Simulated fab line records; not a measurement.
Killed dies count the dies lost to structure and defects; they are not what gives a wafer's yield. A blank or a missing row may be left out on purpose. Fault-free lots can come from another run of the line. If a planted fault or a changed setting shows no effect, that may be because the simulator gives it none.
fab line records + flow nand_harc
record
- lots=13
- wafers=39
- last_day=33
route steps=1302 shown P_GATE@216 P_CONTACT@229
lots that met no fault: taken from a fault-free run of the same line
start_h: start of the lot's first displayed wafer, in hours after the record's first day + wait_h: hours since the lot's step before + " the same as in the row above + L1.1+2: a row that stands for several wafers + - no value present, or no start provided + * or withheld: withheld + < > ~ a bound
route shown NAME@n: NAME is a module with steps in the file, n the number in the route of the first one + usual: mean/standard deviation taken from wafers without a fault + same: alike in all rows + chamber/n: place in a boat + sites: readings site by site + _std_site: standard deviation across them + _edge_site: inner sites' mean taken away from outer sites' mean + radius_mm: for every site, how far away it sits from the centre of the wafer + mask NAME#n: copy n + behind: the last tool/chamber to shape the wafer + hold: why the lot went on hold/how many hours it stayed there/how the hold came to an end + device: which transistor (n, p or np) failed to switch + end of line: the same wafers' tests at the end of the route + for a step that has no rows: nothing shown but its recipe + killed: at the first sort, the dies lost to defects and structure; wafer yield is something else + map: dies across one wafer; x = killed, . = not, _ = none there
set.NAME: the setting the step ran with; set.NAME@STEP: the setting that earlier step ran with + model.NAME: the simulator's own value behind a step, which no gauge read
a sample of lots followed through the steps of the route, with each step as a table and each wafer as a row
services: when a tool's chamber went out of use (start_h, in hours from the record's first day, below 0 if earlier), for how many hours, and the reason
## steps
# step NHARC_P_GATE_INSPECT_68
# usual
- raw_defect_count=200/63
| lot.wafer | tool              | chamber | start_h | wait_h | raw_defect_count |
|-----------|-------------------|---------|---------|--------|------------------|
| L305.1    | defect_inspect-02 | -       | 121.12  | 0.2    | 145              |
| L305.5    | "                 | -       | "       | "      | 162              |
| L305.6    | "                 | -       | "       | "      | 161              |
| L307.3    | defect_inspect-01 | -       | 137.27  | 0.1    | 215              |
| L307.5    | "                 | -       | "       | "      | 200              |
| L307.6    | "                 | -       | "       | "      | 268              |
| L306.1    | defect_inspect-02 | -       | 137.67  | 0.2    | 326              |
| L306.5    | "                 | -       | "       | "      | 260              |
| L306.6    | "                 | -       | "       | "      | 130              |
| L308.1    | defect_inspect-01 | -       | 149.36  | 0.2    | 265              |
| L308.4    | "                 | -       | "       | "      | 185              |
| L308.6    | "                 | -       | "       | "      | 238              |
| L309.1    | defect_inspect-02 | -       | 153.89  | 0.2    | 151              |
| L309.4    | "                 | -       | "       | "      | 118              |
| L309.5    | "                 | -       | "       | "      | 189              |
| L310.1    | defect_inspect-01 | -       | 160.59  | 0.2    | 242              |
| L310.2    | "                 | -       | "       | "      | 133              |
| L310.5    | "                 | -       | "       | "      | 203              |
| L311.2    | defect_inspect-02 | -       | 174.00  | 0.1    | 167              |
| L311.3    | "                 | -       | "       | "      | 181              |
| L311.4    | "                 | -       | "       | "      | 206              |
| L318.3    | defect_inspect-01 | -       | 240.87  | 0.1    | 302              |
| L318.4    | "                 | -       | "       | "      | 190              |
| L318.5    | "                 | -       | "       | "      | 198              |
| L320.1    | defect_inspect-02 | -       | 259.91  | 0.2    | 203              |
| L320.4    | "                 | -       | "       | "      | 186              |
| L320.6    | "                 | -       | "       | "      | 264              |
| L324.1    | defect_inspect-02 | -       | 302.12  | 0.2    | 115              |
| L324.2    | "                 | -       | "       | "      | 148              |
| L324.3    | "                 | -       | "       | "      | 229              |
| L326.1    | defect_inspect-02 | -       | 325.84  | 0.2    | 270              |
| L326.2    | "                 | -       | "       | "      | 231              |
| L326.4    | "                 | -       | "       | "      | 236              |
| L327.3    | defect_inspect-01 | -       | 346.21  | 0.1    | 156              |
| L327.4    | "                 | -       | "       | "      | 146              |
| L327.5    | "                 | -       | "       | "      | 122              |
| L328.4    | defect_inspect-02 | -       | 348.19  | 0.1    | 118              |
| L328.5    | "                 | -       | "       | "      | 119              |
| L328.6    | "                 | -       | "       | "      | 191              |
# step NHARC_P_CONTACT_EXPOSE_09
# recipe
- na=1.35
- target_cd_nm=90
- dose_mj=81.26
- mask_id=P_CA
| lot.wafer  | tool            | chamber | start_h | wait_h | mask      |
|------------|-----------------|---------|---------|--------|-----------|
| L305.1+5+6 | arfi_scanner-02 | 0       | 122.47  | -      | P_CA#0    |
| L307.3+5+6 | arfi_scanner-03 | 0       | 138.75  | -      | P_CA#0    |
| L306.1+5+6 | arfi_scanner-01 | 0       | 139.15  | -      | P_CA#0    |
| L308.1+4+6 | arfi_scanner-03 | 0       | 150.82  | -      | P_CA#0    |
| L309.1+4+5 | arfi_scanner-02 | 0       | 155.35  | -      | P_CA#0    |
| L310.1+2+5 | arfi_scanner-01 | 0       | 162.17  | -      | P_CA_R1#0 |
| L311.2+3+4 | arfi_scanner-02 | 0       | 175.48  | -      | P_CA#0    |
| L318.3+4+5 | arfi_scanner-01 | 0       | 242.28  | -      | P_CA#0    |
| L320.1+4+6 | arfi_scanner-02 | 0       | 261.38  | -      | P_CA#0    |
| L324.1+2+3 | arfi_scanner-02 | 0       | 303.47  | -      | P_CA#0    |
| L326.1+2+4 | arfi_scanner-01 | 0       | 327.30  | -      | P_CA#0    |
| L327.3+4+5 | arfi_scanner-02 | 0       | 347.69  | -      | P_CA#0    |
| L328.4+5+6 | arfi_scanner-03 | 0       | 349.67  | -      | P_CA#0    |
# step NHARC_P_CONTACT_CD_MEAS_12
# recipe
- target_cd_nm=90
- landing_energy_ev=500
# usual
- cd_nm=90.2/0.62
| lot.wafer | tool      | chamber | start_h | wait_h | cd_nm |
|-----------|-----------|---------|---------|--------|-------|
| L305.1    | cd_sem-01 | 0       | 122.61  | -      | 90.0  |
| L305.5    | "         | 0       | "       | "      | 89.6  |
| L305.6    | "         | 0       | "       | "      | 90.4  |
| L307.3    | cd_sem-03 | 0       | 138.89  | -      | 89.0  |
| L307.5    | "         | 0       | "       | "      | 89.9  |
| L307.6    | "         | 0       | "       | "      | 89.2  |
| L306.1    | cd_sem-02 | 0       | 139.28  | -      | 89.7  |
| L306.5    | "         | 0       | "       | "      | 89.6  |
| L306.6    | "         | 0       | "       | "      | 90.5  |
| L308.1    | cd_sem-01 | 0       | 150.96  | -      | 90.5  |
| L308.4    | "         | 0       | "       | "      | 90.9  |
| L308.6    | "         | 0       | "       | "      | 90.1  |
| L309.1    | cd_sem-02 | 0       | 155.49  | -      | 90.1  |
| L309.4    | "         | 0       | "       | "      | 90.0  |
| L309.5    | "         | 0       | "       | "      | 88.9  |
| L310.1    | cd_sem-03 | 0       | 162.31  | -      | 97.1  |
| L310.2    | "         | 0       | "       | "      | 96.2  |
| L310.5    | "         | 0       | "       | "      | 96.4  |
| L311.2    | cd_sem-02 | 0       | 175.62  | -      | 89.8  |
| L311.3    | "         | 0       | "       | "      | 90.5  |
| L311.4    | "         | 0       | "       | "      | 91.6  |
| L318.3    | cd_sem-03 | 0       | 242.41  | -      | 89.8  |
| L318.4    | "         | 0       | "       | "      | 89.7  |
| L318.5    | "         | 0       | "       | "      | 90.4  |
| L320.1    | cd_sem-02 | 0       | 261.52  | -      | 90.6  |
| L320.4    | "         | 0       | "       | "      | 90.7  |
| L320.6    | "         | 0       | "       | "      | 90.0  |
| L324.1    | cd_sem-02 | 0       | 303.61  | -      | 89.7  |
| L324.2    | "         | 0       | "       | "      | 89.3  |
| L324.3    | "         | 0       | "       | "      | 91.0  |
| L326.1    | cd_sem-03 | 0       | 327.44  | -      | 90.1  |
| L326.2    | "         | 0       | "       | "      | 90.5  |
| L326.4    | "         | 0       | "       | "      | 90.7  |
| L327.3    | cd_sem-03 | 0       | 347.83  | -      | 90.8  |
| L327.4    | "         | 0       | "       | "      | 91.1  |
| L327.5    | "         | 0       | "       | "      | 90.8  |
| L328.4    | cd_sem-01 | 0       | 349.80  | -      | 90.9  |
| L328.5    | "         | 0       | "       | "      | 91.0  |
| L328.6    | "         | 0       | "       | "      | 90.3  |
# step NHARC_P_CONTACT_OVL_MEAS_13
# usual
- overlay_x_nm=0.0/0.95
- overlay_y_nm=0.0/0.6
| lot.wafer | tool       | chamber | start_h | wait_h | overlay_x_nm | overlay_y_nm |
|-----------|------------|---------|---------|--------|--------------|--------------|
| L305.1    | overlay-01 | -       | 122.70  | -      | -1.4         | -1.5         |
| L305.5    | "          | -       | "       | "      | -0.1         | -1.6         |
| L305.6    | "          | -       | "       | "      | -0.9         | -1.0         |
| L307.3    | overlay-02 | -       | 138.97  | -      | 0.6          | 0.0          |
| L307.5    | "          | -       | "       | "      | -0.4         | -0.5         |
| L307.6    | "          | -       | "       | "      | 0.1          | -0.3         |
| L306.1    | overlay-02 | -       | 139.37  | -      | -0.1         | 0.4          |
| L306.5    | "          | -       | "       | "      | 0.4          | 0.0          |
| L306.6    | "          | -       | "       | "      | 0.2          | 0.0          |
| L308.1    | overlay-01 | -       | 151.05  | -      | -0.9         | 0.4          |
| L308.4    | "          | -       | "       | "      | -0.5         | 0.4          |
| L308.6    | "          | -       | "       | "      | -0.2         | 0.8          |
| L309.1    | overlay-02 | -       | 155.58  | -      | 0.5          | 0.1          |
| L309.4    | "          | -       | "       | "      | 0.2          | 0.0          |
| L309.5    | "          | -       | "       | "      | 0.5          | -0.2         |
| L310.1    | overlay-02 | -       | 162.40  | -      | -1.5         | 0.0          |
| L310.2    | "          | -       | "       | "      | -1.8         | -0.4         |
| L310.5    | "          | -       | "       | "      | -2.3         | -0.3         |
| L311.2    | overlay-01 | -       | 175.71  | -      | -0.8         | -0.5         |
| L311.3    | "          | -       | "       | "      | -0.7         | 0.2          |
| L311.4    | "          | -       | "       | "      | -1.0         | -0.1         |
| L318.3    | overlay-02 | -       | 242.50  | -      | -0.1         | -0.4         |
| L318.4    | "          | -       | "       | "      | 0.3          | -0.3         |
| L318.5    | "          | -       | "       | "      | 0.5          | -0.7         |
| L320.1    | overlay-01 | -       | 261.61  | -      | -0.3         | 0.5          |
| L320.4    | "          | -       | "       | "      | -0.6         | 0.5          |
| L320.6    | "          | -       | "       | "      | -0.8         | 0.8          |
| L324.1    | overlay-01 | -       | 303.70  | -      | 0.3          | -0.8         |
| L324.2    | "          | -       | "       | "      | 0.5          | -0.6         |
| L324.3    | "          | -       | "       | "      | 0.1          | -1.0         |
| L326.1    | overlay-02 | -       | 327.53  | -      | -1.2         | 0.1          |
| L326.2    | "          | -       | "       | "      | -1.3         | 0.1          |
| L326.4    | "          | -       | "       | "      | -1.5         | -0.2         |
| L327.3    | overlay-01 | -       | 347.91  | -      | 0.0          | -0.5         |
| L327.4    | "          | -       | "       | "      | 0.3          | -0.9         |
| L327.5    | "          | -       | "       | "      | 0.6          | -0.6         |
| L328.4    | overlay-02 | -       | 349.89  | -      | 0.3          | -0.7         |
| L328.5    | "          | -       | "       | "      | 0.8          | -0.2         |
| L328.6    | "          | -       | "       | "      | 0.6          | -0.6         |
# step NHARC_P_CONTACT_INSPECT_14
# usual
- raw_defect_count=3.7/2
| lot.wafer | tool              | chamber | start_h | wait_h | raw_defect_count |
|-----------|-------------------|---------|---------|--------|------------------|
| L305.1    | defect_inspect-01 | -       | 122.73  | 0.0    | 1                |
| L305.5    | "                 | -       | "       | "      | 2                |
| L305.6    | "                 | -       | "       | "      | 3                |
| L307.3    | defect_inspect-01 | -       | 139.01  | 0.0    | 4                |
| L307.5    | "                 | -       | "       | "      | 3                |
| L307.6    | "                 | -       | "       | "      | 4                |
| L306.1    | defect_inspect-01 | -       | 139.41  | 0.0    | 3                |
| L306.5    | "                 | -       | "       | "      | 4                |
| L306.6    | "                 | -       | "       | "      | 5                |
| L308.1    | defect_inspect-01 | -       | 151.09  | 0.0    | 1                |
| L308.4    | "                 | -       | "       | "      | 7                |
| L308.6    | "                 | -       | "       | "      | 4                |
| L309.1    | defect_inspect-02 | -       | 155.62  | 0.0    | 4                |
| L309.4    | "                 | -       | "       | "      | 4                |
| L309.5    | "                 | -       | "       | "      | 2                |
| L310.1    | defect_inspect-01 | -       | 162.44  | 0.0    | 2                |
| L310.2    | "                 | -       | "       | "      | 7                |
| L310.5    | "                 | -       | "       | "      | 5                |
| L311.2    | defect_inspect-02 | -       | 175.75  | 0.0    | 6                |
| L311.3    | "                 | -       | "       | "      | 3                |
| L311.4    | "                 | -       | "       | "      | 0                |
| L318.3    | defect_inspect-01 | -       | 242.54  | 0.0    | 3                |
| L318.4    | "                 | -       | "       | "      | 2                |
| L318.5    | "                 | -       | "       | "      | 3                |
| L320.1    | defect_inspect-01 | -       | 261.65  | 0.0    | 4                |
| L320.4    | "                 | -       | "       | "      | 4                |
| L320.6    | "                 | -       | "       | "      | 5                |
| L324.1    | defect_inspect-01 | -       | 303.73  | 0.0    | 3                |
| L324.2    | "                 | -       | "       | "      | 5                |
| L324.3    | "                 | -       | "       | "      | 3                |
| L326.1    | defect_inspect-02 | -       | 327.57  | 0.0    | 5                |
| L326.2    | "                 | -       | "       | "      | 5                |
| L326.4    | "                 | -       | "       | "      | 3                |
| L327.3    | defect_inspect-01 | -       | 347.95  | 0.0    | 6                |
| L327.4    | "                 | -       | "       | "      | 3                |
| L327.5    | "                 | -       | "       | "      | 3                |
| L328.4    | defect_inspect-01 | -       | 349.92  | 0.0    | 5                |
| L328.5    | "                 | -       | "       | "      | 4                |
| L328.6    | "                 | -       | "       | "      | 4                |
# step NHARC_P_CONTACT_CD_MEAS_19
# usual
- cd_nm=89.6/1.3
| lot.wafer | tool      | chamber | start_h | wait_h | cd_nm |
|-----------|-----------|---------|---------|--------|-------|
| L305.1    | cd_sem-03 | -       | 123.66  | -      | 90.8  |
| L305.5    | "         | -       | "       | "      | 90.0  |
| L305.6    | "         | -       | "       | "      | 88.9  |
| L307.3    | cd_sem-03 | -       | 139.94  | -      | 89.6  |
| L307.5    | "         | -       | "       | "      | 90.6  |
| L307.6    | "         | -       | "       | "      | 87.6  |
| L306.1    | cd_sem-02 | -       | 140.40  | -      | 89.1  |
| L306.5    | "         | -       | "       | "      | 89.9  |
| L306.6    | "         | -       | "       | "      | 90.5  |
| L308.1    | cd_sem-02 | -       | 152.02  | -      | 88.5  |
| L308.4    | "         | -       | "       | "      | 93.3  |
| L308.6    | "         | -       | "       | "      | 88.5  |
| L309.1    | cd_sem-01 | -       | 156.55  | -      | 91.3  |
| L309.4    | "         | -       | "       | "      | 89.1  |
| L309.5    | "         | -       | "       | "      | 88.8  |
| L310.1    | cd_sem-03 | -       | 163.37  | -      | 98.1  |
| L310.2    | "         | -       | "       | "      | 94.3  |
| L310.5    | "         | -       | "       | "      | 96.3  |
| L311.2    | cd_sem-03 | -       | 176.68  | -      | 89.3  |
| L311.3    | "         | -       | "       | "      | 90.3  |
| L311.4    | "         | -       | "       | "      | 93.5  |
| L318.3    | cd_sem-02 | -       | 243.48  | -      | 89.3  |
| L318.4    | "         | -       | "       | "      | 88.8  |
| L318.5    | "         | -       | "       | "      | 89.9  |
| L320.1    | cd_sem-03 | -       | 262.58  | -      | 90.6  |
| L320.4    | "         | -       | "       | "      | 90.0  |
| L320.6    | "         | -       | "       | "      | 89.0  |
| L324.1    | cd_sem-01 | -       | 304.66  | -      | 88.3  |
| L324.2    | "         | -       | "       | "      | 86.4  |
| L324.3    | "         | -       | "       | "      | 89.3  |
| L326.1    | cd_sem-03 | -       | 328.50  | -      | 89.8  |
| L326.2    | "         | -       | "       | "      | 88.4  |
| L326.4    | "         | -       | "       | "      | 88.1  |
| L327.3    | cd_sem-02 | -       | 348.89  | -      | 90.7  |
| L327.4    | "         | -       | "       | "      | 91.4  |
| L327.5    | "         | -       | "       | "      | 90.3  |
| L328.4    | cd_sem-03 | -       | 350.86  | -      | 90.2  |
| L328.5    | "         | -       | "       | "      | 91.4  |
| L328.6    | "         | -       | "       | "      | 90.2  |
## services
| tool            | chamber | start_h | hours | kind        |
|-----------------|---------|---------|-------|-------------|
| arfi_scanner-02 | -       | 100.49  | 1.6   | repair      |
| arfi_scanner-03 | 0       | 100.98  | -     | calibration |
| arfi_scanner-02 | -       | 140.00  | 4.0   | pm          |
| arfi_scanner-02 | 0       | 151.95  | -     | calibration |
| arfi_scanner-03 | -       | 196.00  | 4.0   | pm          |
| arfi_scanner-01 | 0       | 206.95  | -     | calibration |
| arfi_scanner-02 | -       | 215.87  | 1.0   | repair      |
| arfi_scanner-02 | -       | 222.93  | 0.7   | repair      |
| arfi_scanner-01 | -       | 239.55  | 1.9   | repair      |
| arfi_scanner-01 | -       | 252.00  | 4.0   | pm          |
| arfi_scanner-03 | 0       | 268.56  | -     | calibration |
| arfi_scanner-01 | -       | 274.24  | 0.6   | repair      |
| arfi_scanner-02 | -       | 277.40  | 1.4   | repair      |
| arfi_scanner-02 | -       | 312.00  | 4.0   | pm          |
| arfi_scanner-01 | -       | 312.30  | -     | calibration |
| arfi_scanner-01 | -       | 342.40  | 10.0  | repair      |
## key
first_sign
- step=NHARC_P_CONTACT_EXPOSE_09
- reading=mask
- direction=changed
effect
- step=NHARC_P_CONTACT_CD_MEAS_12
- reading=cd_nm
- direction=up
- sigmas=10
- usual=90.2
- struck=96.6
effect
- step=NHARC_P_CONTACT_CD_MEAS_19
- reading=cd_nm
- direction=up
- sigmas=5.1
- usual=89.6
- struck=96.2
met_at NHARC_P_CONTACT_EXPOSE_09
struck_lots L310
tester_left_out L310
not_acting_at NHARC_P_GATE_INSPECT_68,NHARC_P_CONTACT_OVL_MEAS_13,NHARC_P_CONTACT_INSPECT_14
onset_between 139.15 162.17
fault
- kind=wrong_mask
- tool=any
- chamber=-
- onset_h=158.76
- steps=NHARC_P_CONTACT_EXPOSE_09
- aux_copy=P_CA_R1#0
- cd_offset_nm=5.3673
- scope=struck_lots_only
# tester_left_out: of these lots the tester's yield and bins aren't shown, on N5 and GAA mostly nor the transistor test; their killed dies are dies lost to structure and defects alone, not to doping, threshold or leakage, so they don't give the yield
